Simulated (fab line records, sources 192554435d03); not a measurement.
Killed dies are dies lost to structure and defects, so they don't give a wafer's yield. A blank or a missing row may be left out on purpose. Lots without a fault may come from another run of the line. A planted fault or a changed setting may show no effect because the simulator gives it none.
A struck lot beside a sound one | flow n5_finfet | 38 steps out of a route of 1938
Sound: wafers L324.1, L324.4, L324.6. Struck: wafer L328.6. (L328.1, L328.3 of the same lot were not struck and are left out.) The cause comes at the end.
At each step with rows: each side's tool, then ch and its chambers, then its first start. Under that, the readings that differ: sound wafers | struck wafers | difference of the means | sigmas: that difference in standard deviations of wafers without a fault.
alike: readings whose means differ by less than 2 such deviations, and words and numbers that are the same on both sides. not compared: withheld readings, readings that some wafer has no value for, bounds like >300 that may hide the same value, and numbers for which the record gives no deviation and whose values overlap.
The two part at a step that has a row with sigmas, a row that says differs or no value, or rows on one side only. Numbers that don't overlap but have no deviation are shown without sigmas and don't part them. A reading that every wafer of one side lacks parts them only if that side has two wafers or more.

first, 9 steps without rows for these wafers: N5_BEOL_M6_DESCUM_33 (chemistry O2, time 7 s); N5_BEOL_M6_ETCH_72 (etches underlayer in N2/H2, target depth 6.5 nm, time 5.2 s); N5_BEOL_M6_ETCH_65 (etches SiARC in CF4, target depth 15.6 nm, time 26 s); N5_BEOL_M6_ETCH_66 (etches SOC in N2/H2, target depth 80 nm, overetch 16 nm, time 120 s); N5_BEOL_M6_STRIP_69 (strips in N2/H2); N5_BEOL_M6_STRIP_73 (strips in N2/H2); N5_BEOL_M6_VIA_ETCH_34 (etches SiCOH lowk in C4F6/O2, target depth 126.3 nm, time 50.9 s); N5_BEOL_M6_STRIP_76 (strips in C4F6/O2); N5_BEOL_M6_STRIP_36 (strips in N2/H2).
N5_BEOL_M6_TRENCH_ETCH_37: etches SiCOH lowk in C4F6/O2, target depth 94.435 nm, time 31.5 s.
  sound on rie_diel-05 ch 1,2,3, day 12 18:46; struck on rie_diel-05 ch 2, day 14 16:43
  reading                                    | sound            | struck | difference | sigmas
  run_length_s (s)                           | 55.2 55.2 55.3   | 62.8   | +7.6       | +24
  model.BEOL_M6.feature_depth_nm (nm)        | 95.2 91.8 93.2   | 119.4  | +26.0      |
  model.etch.depth_nm (nm)                   | 95.2 91.79 93.14 | 119.3  | +25.9      |
  model.TiN_of_BEOL_M6_HM_DEP_02.thk_nm (nm) | 17.4 17.8 17.4   | 16.4   | -1.1       |
  alike: bias_w, drypump_motor_current_A, oes_product_au, rf_vpp_V, showerhead_plenum_p_Torr, throttle_valve_pct
  not compared: rf_hours_counter_h
then, 2 steps without rows for these wafers: N5_BEOL_M6_ETCH_41 (etches SiCN in CH3F/O2, target depth 29.7 nm, time 52 s); N5_BEOL_M6_STRIP_80 (strips in N2/H2, time 10 s).
N5_BEOL_M6_OCD_MEAS_38:
  sound on ocd-02, day 12 18:55; struck on ocd-01, day 14 16:53
  reading              | sound          | struck | difference | sigmas
  trench_depth_nm (nm) | 94.9 91.3 92.8 | 119.1  | +26.1      | +15
then, 13 steps without rows for these wafers: N5_BEOL_M6_HM_STRIP_39 (strips TiN in peroxide tin strip, target depth 25 nm, time 158 s); N5_BEOL_M6_SRD_40 (time 30 s); N5_BEOL_M6_PRECLEAN_42 (cleans in residue remover, time 60 s); N5_BEOL_M6_SRD_43 (time 30 s); N5_BEOL_M6_CURE_75 (cures SiCOH lowk, time 120 s); N5_BEOL_M6_DEGAS_44 (time 60 s); N5_BEOL_M6_PRE_CLEAN_45 (time 30 s); N5_BEOL_M6_ALD_77 (deposits TaN, target thk 2 nm, pulse time 2 s, purge time 3 s); N5_BEOL_M6_SURFACE_TREAT_79; N5_BEOL_M6_CVD_78 (deposits Co from CCTBA/H2, target thk 2 nm, time 142.3 s); N5_BEOL_M6_SPUTTER_48 (material Cu, target thk 10 nm, time 1.667 s); N5_BEOL_M6_ECD_50 (material Cu, target thk 300 nm); N5_BEOL_M6_ANNEAL_51 (time 90 s).
N5_BEOL_M6_CMP_52: polishes, stops on SiCOH lowk, t overpolish 6.9 s, target thk 80 nm.
  sound on cmp-03 ch 2,3, day 12 22:52; struck on cmp-02 ch 1, day 14 18:59
  reading                                | sound        | struck | difference | sigmas
  model.Cu_of_BEOL_M6_ECD_50.thk_nm (nm) | 83 80.8 82.4 | 106.4  | +24.3      |
  alike: barrier_field_endpoint_s, motor_current_A, overpolish_run_s, slurry_filter_dp_kPa, time_to_endpoint_s
N5_BEOL_M6_THK_MEAS_53: measures by xrf.
  sound on film_metro-01, day 12 23:10; struck on film_metro-02, day 14 19:13
  reading     | sound          | struck | difference | sigmas
  M6_THK (nm) | 85.0 82.1 84.0 | 108.0  | +24.3      | +11
then, 2 steps without rows for these wafers: N5_BEOL_M6_PRE_CLEAN_55 (time 15 s); N5_BEOL_M6_DEP_56 (deposits SiCN from 3MS/NH3, target thk 10 nm, time 17.5 s).
N5_BEOL_M6_RS_MEAS_57: measures by four-point-probe.
  sound on film_metro-02, day 12 23:18; struck on film_metro-02, day 14 19:20
  reading        | sound             | struck | difference | sigmas
  M6_RS (ohm/sq) | 0.275 0.283 0.277 | 0.207  | -0.071     | -8
then, 5 steps without rows for these wafers: N5_BEOL_M7_ILD_DEP_00 (deposits SiCOH lowk from DEMS/porogen, target thk 179.75 nm, time 33.4 s); N5_BEOL_M7_CURE_74 (cures SiCOH lowk, time 240 s); N5_BEOL_M7_PECVD_70 (deposits SiO2 from TEOS/O2, target thk 20 nm, time 22.7 s); N5_BEOL_M7_HM_DEP_02 (deposits TiN, target thk 20 nm); N5_BEOL_M7_COAT_59 (time 60 s, resist thk 100 nm).
-- the record jumps here: 3 days lie between the struck wafers' starts before and after (it left off in module BEOL_M7 and takes up again in module BEOL_M15, whose first step shown is number 1830 of the route) --
N5_BEOL_M15_RC_MEAS_101:
  sound on prober-02 ch 0, day 15 13:04; struck on prober-02 ch 0, day 17 19:42
  reading                   | sound                   | struck  | difference | sigmas
  COMB_M7 (S/m)             | 2.6e-11 2.3e-11 2.7e-11 | 3.7e-11 | +1.2e-11   | +2
  SERP_M14 (ohm/um)         | 0.168 0.170 0.168       | 0.156   | -0.013     | -2
  SERP_M6 (ohm/um)          | 13.4 14.5 14.6          | 9.3     | -4.9       | -7
  SERP_M6_max_site (ohm/um) | 13.6 14.9 15.2          | 9.7     | -4.9       | -6
  SERP_M9 (ohm/um)          | 2.99 3.14 3.14          | 2.86    | -0.23      | -2
  alike: COMB_M10, COMB_M11, COMB_M12, COMB_M13, COMB_M14, COMB_M14_max_site, COMB_M15, COMB_M5, COMB_M8, COMB_M9, COMB_M9_max_site, SERP_M10, SERP_M11, SERP_M12, SERP_M13, SERP_M5, SERP_M7, SERP_M8, SERP_M8_max_site
N5_PASSIVATION_PROBE_49:
  the record has rows for the sound wafers here (prober-02, day 16 03:25) and none for the struck ones

WHERE THEY PART
First at N5_BEOL_M6_TRENCH_ETCH_37; last, within this record, at N5_PASSIVATION_PROBE_49.

WHY: what the simulator had put in
Process parameter drift: rie_diel-05, from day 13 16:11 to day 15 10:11, at N5_BEOL_M6_TRENCH_ETCH_37. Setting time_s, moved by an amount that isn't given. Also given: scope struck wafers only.
